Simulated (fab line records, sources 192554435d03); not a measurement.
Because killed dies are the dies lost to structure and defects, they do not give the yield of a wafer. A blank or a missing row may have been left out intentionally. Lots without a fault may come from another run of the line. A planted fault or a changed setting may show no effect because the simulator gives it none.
Struck lot and sound lot, side by side || flow n5-finfet || 15 steps out of a route of 1938
Sound: wafers L645.3, L645.4, L645.5. Struck: wafers L640.1, L640.4. Last of all comes the cause.
For every step that has rows: the tool of each side, followed by ch and its chambers, followed by its first start. Under that, the readings that differ: sound wafers || struck wafers || difference of the means || sigmas: that difference in standard deviations of wafers without a fault.
alike: same words and numbers on both sides, and readings whose means sit less than 2 such deviations apart. not compared: any withheld reading, any reading some wafer has no value for, any bound like >300 that may hide the same value, and any number with overlapping values for which the record gives no deviation.
Wherever a step has rows on one side only, a row that says differs or no value, or a row with sigmas, the two part there. Non-overlapping numbers with no deviation appear without sigmas and do not part them. Lack of a reading on every wafer of one side parts them only where that side has two or more wafers.

first, 3 steps without rows for these wafers: N5_SD_EPI_P_EXPOSE_06 (exposes mask SD P BLK, target cd 240 nm); N5_SD_EPI_P_PEB_07 (peb time 60 s); N5_SD_EPI_P_DEVELOP_08 (develop time 30 s).
N5_SD_EPI_P_CD_MEAS_09 targets a cd of 240 nm.
  sound on cd-sem-03 ch 0, day 7 18:25; struck on cd-sem-01 ch 0, day 6 12:16
  alike: cd-nm
N5_SD_EPI_P_OVL_MEAS_10:
  sound on overlay-02 ch 0, day 7 18:27; struck on overlay-02 ch 0, day 6 12:17
  alike: SD_P_BLK_OVL
N5_SD_EPI_P_INSPECT_11: inspects for defects (macro).
  sound: defect-inspect-01 at day 7 18:28; struck: defect-inspect-01 at day 6 12:19
  alike: raw-defect-count
N5_SD_EPI_P_DESCUM_14: chemistry O2, time 7.9 s.
  sound on rie-diel-04 ch 0,2, day 7 18:37; struck on rie-diel-05 ch 1,2, day 6 12:21
  alike: drypump-motor-current-A, oes-product-au, rf-vpp-V, showerhead-plenum-p-Torr, throttle-valve-pct
  not compared: rf-hours-counter-h
N5_SD_EPI_P_ETCH_36: etches SiARC in CF4, target depth 45.5 nm, time 75.8 s.
  sound on rie-diel-04 ch 0,2, day 7 18:39; struck on rie-diel-05 ch 1,2, day 6 12:23
  alike: drypump-motor-current-A, etch-rf-on-time-s, oes-product-au, rf-vpp-V, showerhead-plenum-p-Torr, throttle-valve-pct
  not compared: rf-hours-counter-h
N5_SD_EPI_P_ETCH_37: etches SOC in N2/H2, overetch 108 nm, time 486 s.
  sound on rie-diel-04 ch 0,2, day 7 18:43; struck on rie-diel-05 ch 1,2, day 6 12:26
  alike: drypump-motor-current-A, oes-product-au, rf-vpp-V, showerhead-plenum-p-Torr, throttle-valve-pct
  not compared: rf-hours-counter-h
then, 1 step without rows for these wafers: N5_SD_EPI_P_STRIP_38 (strips in N2/H2).
N5_SD_EPI_P_ETCHBACK_46: etches SiNx in CH3F/O2, stops on SiO2, target depth 17.5 nm.
  sound on rie-diel-04 ch 0,2, day 7 19:02; struck on rie-diel-05 ch 1,2, day 6 12:46
  alike: drypump-motor-current-A, oes-product-au, rf-vpp-V, showerhead-plenum-p-Torr, throttle-valve-pct
  not compared: rf-hours-counter-h
N5_SD_EPI_P_ETCH_47: etches SiOCN in CH3F/O2, target depth 25 nm.
  sound on rie-diel-04 ch 0,2, day 7 19:08; struck on rie-diel-05 ch 1,2, day 6 12:52
  alike: drypump-motor-current-A, oes-product-au, rf-vpp-V, showerhead-plenum-p-Torr, throttle-valve-pct
  not compared: rf-hours-counter-h
N5_SD_EPI_P_ETCH_16: etches SiO2 in CHF3/O2, target depth 5 nm.
  sound on rie-diel-04 ch 0,2, day 7 19:14; struck on rie-diel-05 ch 1,2, day 6 12:58
{"reading": "oes-product-au (a.u.)", "sound": "0.86 0.73 0.74", "struck": "0.91 0.92", "difference": "+0.14", "sigmas": "+2"}
{"reading": "throttle-valve-pct (%)", "sound": "18.65 18.79 18.79", "struck": "18.98 19.14", "difference": "+0.32", "sigmas": "+2"}
{"reading": "model.etch.depth-nm (nm)", "sound": "4.998 4.946 5.038", "struck": "6.889 6.914", "difference": "+1.908", "sigmas": ""}
{"reading": "model.SiARC_of_SD_EPI_P_COAT_35.thk-nm (nm)", "sound": "11.2 12 11.6", "struck": "10.6 10.4", "difference": -1.1, "sigmas": ""}
  alike: drypump-motor-current-A, rf-vpp-V, showerhead-plenum-p-Torr
  not compared: rf-hours-counter-h
then, 1 step without rows for these wafers: N5_SD_EPI_P_STRIP_50 (strips in CHF3/O2).
-- record jumps: 5 days separate the struck wafers' starts on either side; left off in module SD_EPI_P, taken up again in module BEOL_M4, whose first shown step is the route's number 1111 --
N5_BEOL_M4_RC_MEAS_101:
  sound on prober-02 ch 0, day 12 21:02; struck on prober-01 ch 0, day 11 16:17
  alike: DIBL_N, DIBL_P, IOFF_N, IOFF_P, ION_N, ION_P, SS_N, SS_P, VT_N, VT_P

== WHERE THEY PART ==
Only at N5_SD_EPI_P_ETCH_16, as far as this record shows. Later steps at which nothing parts them and some readings are alike: N5_BEOL_M4_RC_MEAS_101.

WHY: what had been put in by the simulator
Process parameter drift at N5_SD_EPI_P_ETCH_16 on rie-diel-05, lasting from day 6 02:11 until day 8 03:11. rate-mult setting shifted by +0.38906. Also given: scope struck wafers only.
